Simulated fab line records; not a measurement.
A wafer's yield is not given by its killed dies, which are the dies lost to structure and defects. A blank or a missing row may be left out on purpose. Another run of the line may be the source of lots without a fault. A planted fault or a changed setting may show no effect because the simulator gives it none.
Matching of chambers | flow n5Finfet | 4 sister chambers for N5_BEOL_M3_CMP_52 on cmp-02
The step polishes, stops on SiOC, t overpolish 6.8 s, target thk 40 nm. 4 wafers are shown with their chamber, then 7 later ones without.

## WAFERS, EACH WITH ITS CHAMBER
wafer  | chamber | motorCurrentA (A)
L082.1 | 3       | 4.5
L082.4 | 1       | 5.9
L084.2 | 0       | 6.0
L084.3 | 2       | 6.2

## WAFERS WHOSE CHAMBER IS MISSING
wafer  | motorCurrentA (A)
L084.6 | 5.7
L090.3 | 5.7
L090.4 | 5.7
L090.6 | 4.4
L095.1 | 5.8
L095.4 | 5.6
L095.6 | 4.4

## CHAMBER TAKEN BY EACH
wafer  | from the rows above          | in truth
L084.6 | can't be placed: 1 or 0 or 2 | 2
L090.3 | can't be placed: 1 or 0 or 2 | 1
L090.4 | can't be placed: 1 or 0 or 2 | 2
L090.6 | 3                            | 3
L095.1 | can't be placed: 1 or 0 or 2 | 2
L095.4 | can't be placed: 1 or 0 or 2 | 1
L095.6 | 3                            | 3
Correct placement for 2 of the 7. These rows do not allow placing 5 (true chamber among the candidates in 5). Wrongly placed: 0.
How it was worked out, from the rows above alone: a wafer's distance from a chamber is the root of the sum, over the readings, of the square of ((its reading less the chamber's mean) divided by the reading's scatter). If the next closest chamber is less than 2 further off than the closest, the wafer can't be placed; otherwise it belongs to the closest. A chamber's mean is the mean of its shown wafers. The scatter: with one shown wafer a chamber, the root of the mean of the squares of how far each hidden wafer lies from its nearest shown one.
